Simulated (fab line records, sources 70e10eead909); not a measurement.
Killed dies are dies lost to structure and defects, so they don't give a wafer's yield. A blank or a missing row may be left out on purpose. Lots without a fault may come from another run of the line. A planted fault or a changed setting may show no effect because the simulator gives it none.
Which tool did it? | flow nand_harc | 7 lots, 21 wafers sampled, at 1 step of a route of 1302

WHAT THE GAUGES READ, wafer by wafer
NHARC_A_M1_INSPECT_11.
lot  | measured     | on                | raw_defect_count
L149 | day 23 19:22 | defect_inspect-02 | 140 122 130
L150 | day 24 21:33 | defect_inspect-01 | 108 108 113
L152 | day 25 08:22 | defect_inspect-02 | 117 129 120
L154 | day 26 09:49 | defect_inspect-02 | 188 172 164
L156 | day 26 17:47 | defect_inspect-02 | 84 76 67
L163 | day 30 14:55 | defect_inspect-01 | 140 135 172
L168 | day 32 03:53 | defect_inspect-01 | 71 88 71

WHICH TOOL RAN EACH LOT (tool, then ch and the chambers of the sampled wafers, then the start)
The record holds no process step before these readings.

THE ANSWER, worked out from the rows above alone
Rule: what is usual is taken from the lots themselves. Put in order of their means at a reading, lots are off if they are a third of the lots or fewer, leave a main group of 4 or more, and stand apart from it by a gap of 3 or more times the standard deviation of the main group's means; of several such gaps the widest counts. A main group whose means are all the same, to the digits that the tables above print for the reading, isn't used. A lot without any number at a reading at which 4 lots or more have one is off too. The other lots that the step has rows for count as sound.
No lot is off at any reading shown: from this, nothing can be told.

WHAT THE SIMULATOR HAD PUT IN
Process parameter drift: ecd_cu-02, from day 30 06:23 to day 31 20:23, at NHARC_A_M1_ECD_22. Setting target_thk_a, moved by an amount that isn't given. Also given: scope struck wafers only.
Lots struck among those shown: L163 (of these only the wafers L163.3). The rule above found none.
